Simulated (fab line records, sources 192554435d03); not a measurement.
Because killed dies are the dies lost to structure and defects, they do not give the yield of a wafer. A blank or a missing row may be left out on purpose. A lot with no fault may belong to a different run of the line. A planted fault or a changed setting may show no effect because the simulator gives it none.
Which tool was responsible? | flow n5-finfet | 24 lots with 72 wafers sampled at 3 steps, on a route of 1938 steps

## WHAT THE GAUGES READ, wafer by wafer
N5_BEOL_M13_THK_MEAS_50: measures by xrf. Usual: M13_THK gives 416 nm (standard deviation 7.9).
lot  | measured     | on            | M13_THK (nm) | flag
L074 | day 11 14:14 | film-metro-01 | 420 419 424  |
L075 | day 11 23:52 | film-metro-02 | 406 419 413  |
L076 | day 12 00:41 | film-metro-01 | 422 420 425  |
L078 | day 12 11:07 | film-metro-01 | 425 418 420  |
L077 | day 12 12:03 | film-metro-01 | 422 428 432  |
L080 | day 13 03:51 | film-metro-02 | 406 414 412  |
L079 | day 13 07:56 | film-metro-02 | 417 409 415  |
L081 | day 13 07:57 | film-metro-01 | 421 416 411  |
L083 | day 13 23:43 | film-metro-02 | 401 419 416  |
L082 | day 14 00:43 | film-metro-01 | 417 412 416  |
L086 | day 14 07:04 | film-metro-02 | 421 421 408  |
L084 | day 14 07:22 | film-metro-01 | 418 416 433  |
L085 | day 14 16:47 | film-metro-01 | 422 419 420  |
L089 | day 15 12:44 | film-metro-02 | 407 407 409  |
L088 | day 15 13:01 | film-metro-01 | 425 410 409  |
L087 | day 15 23:24 | film-metro-02 | 403 407 403  |
L090 | day 16 02:29 | film-metro-01 | 404 405 406  |
L091 | day 16 09:23 | film-metro-02 | 406 405 428  |
L093 | day 16 23:05 | film-metro-01 | 432 421 419  |
L092 | day 17 02:38 | film-metro-01 | 427 402 411  |
L095 | day 17 16:45 | film-metro-01 | 427 419 427  |
L094 | day 17 16:46 | film-metro-02 | 429 412 422  |
L097 | day 17 23:25 | film-metro-02 | 415 419 417  |
L096 | day 17 23:35 | film-metro-01 | 412 438 425  |

N5_BEOL_M13_INSPECT_55: inspects for defects (darkfield). Usual: raw-defect-count 71, standard deviation 23.
lot  | measured     | on                | raw-defect-count | flag
L074 | day 11 14:23 | defect-inspect-01 | 128 103 64       |
L075 | day 12 00:01 | defect-inspect-02 | 47 79 58         |
L076 | day 12 00:50 | defect-inspect-01 | 52 95 39         |
L078 | day 12 11:16 | defect-inspect-02 | 56 87 71         |
L077 | day 12 12:13 | defect-inspect-01 | 85 74 134        |
L080 | day 13 04:01 | defect-inspect-01 | 81 61 47         |
L079 | day 13 08:08 | defect-inspect-01 | 55 34 56         |
L081 | day 13 08:07 | defect-inspect-01 | 65 60 98         |
L083 | day 13 23:52 | defect-inspect-01 | 72 75 96         |
L082 | day 14 00:52 | defect-inspect-01 | 109 142 101      |
L086 | day 14 07:14 | defect-inspect-02 | 35 81 78         |
L084 | day 14 07:31 | defect-inspect-01 | 52 56 62         |
L085 | day 14 16:57 | defect-inspect-02 | 86 80 58         |
L089 | day 15 12:55 | defect-inspect-01 | 42 69 84         |
L088 | day 15 13:10 | defect-inspect-01 | 73 50 82         |
L087 | day 15 23:33 | defect-inspect-02 | 33 60 58         |
L090 | day 16 02:38 | defect-inspect-01 | 97 55 73         |
L091 | day 16 09:32 | defect-inspect-02 | 77 55 87         |
L093 | day 16 23:15 | defect-inspect-02 | 76 81 90         |
L092 | day 17 02:47 | defect-inspect-01 | 75 101 68        |
L095 | day 17 16:56 | defect-inspect-01 | 69 62 32         |
L094 | day 17 16:56 | defect-inspect-02 | 109 87 86        |
L097 | day 17 23:35 | defect-inspect-02 | 44 73 48         |
L096 | day 17 23:46 | defect-inspect-02 | 59 73 70         |

N5_BEOL_M14_CD_MEAS_10: the cd target is 250 nm. Usual: cd-nm 249.6 nm, standard deviation 2.6.
lot  | measured     | on        | cd-nm (nm)        | flag
L074 | day 11 14:55 | cd-sem-01 | 250.1 251.1 250.5 |
L075 | day 12 00:40 | cd-sem-03 | 248.1 249.1 248.0 |
L076 | day 12 01:22 | cd-sem-03 | 249.6 248.6 246.9 |
L078 | day 12 11:56 | cd-sem-03 | 252.2 250.4 253.5 |
L077 | day 12 12:44 | cd-sem-03 | 251.6 249.1 253.2 |
L080 | day 13 04:44 | cd-sem-01 | 253.1 253.9 249.7 |
L079 | day 13 08:57 | cd-sem-03 | 250.2 249.3 249.9 |
L081 | day 13 08:46 | cd-sem-03 | 244.9 247.9 250.6 |
L083 | day 14 00:24 | cd-sem-03 | 253.1 251.5 250.0 |
L082 | day 14 01:25 | cd-sem-02 | 248.3 246.3 243.1 |
L086 | day 14 07:53 | cd-sem-03 | 249.7 251.0 252.1 |
L084 | day 14 08:03 | cd-sem-01 | 252.5 245.0 248.9 |
L085 | day 14 17:37 | cd-sem-01 | 249.3 250.9 248.3 |
L089 | day 15 13:34 | cd-sem-02 | 252.7 248.0 248.4 |
L088 | day 15 13:49 | cd-sem-01 | 242.6 244.6 246.9 |
L087 | day 16 00:13 | cd-sem-01 | 249.3 250.1 248.1 |
L090 | day 16 03:18 | cd-sem-02 | 250.2 244.4 243.6 |
L091 | day 16 10:05 | cd-sem-03 | 250.8 250.8 248.2 |
L093 | day 16 23:55 | cd-sem-02 | 248.5 251.7 246.1 |
L092 | day 17 03:27 | cd-sem-02 | 247.7 249.2 248.3 |
L095 | day 17 17:46 | cd-sem-01 | 249.9 251.0 252.1 |
L094 | day 17 17:35 | cd-sem-03 | 251.6 250.3 254.3 |
L097 | day 18 00:20 | cd-sem-03 | 253.7 254.6 252.7 |
L096 | day 18 00:23 | cd-sem-02 | 250.9 249.5 250.2 |

## WHAT TOOL EACH LOT RAN ON (gives the tool, then ch and the chambers of the sampled wafers, and finally the start)
The record holds no process step before these readings.

## WHAT THE TOOLS THEMSELVES READ (means of the sampled wafers that have a number; where no wafer has one, the mark that the record gives instead)
The record holds no such reading with a usual standard deviation.

## THE ANSWER, worked out from the rows above alone
Rule: a lot is off if the mean of its wafers that have a number lies more than 3 standard deviations from the usual mean. A lot without any number at a reading at which 4 lots or more have one is off too. The other lots that the step has rows for count as sound. After the gauges, taken in route order, come the tools' own readings; for these a lot's mean is taken, as printed above. At the first step where some lot is off, the reading lying furthest off is the one used; lots without a number count as furthest.
No lot is off on any of the readings shown, so nothing can be concluded from this.

## WHAT THE SIMULATOR HAD PUT IN
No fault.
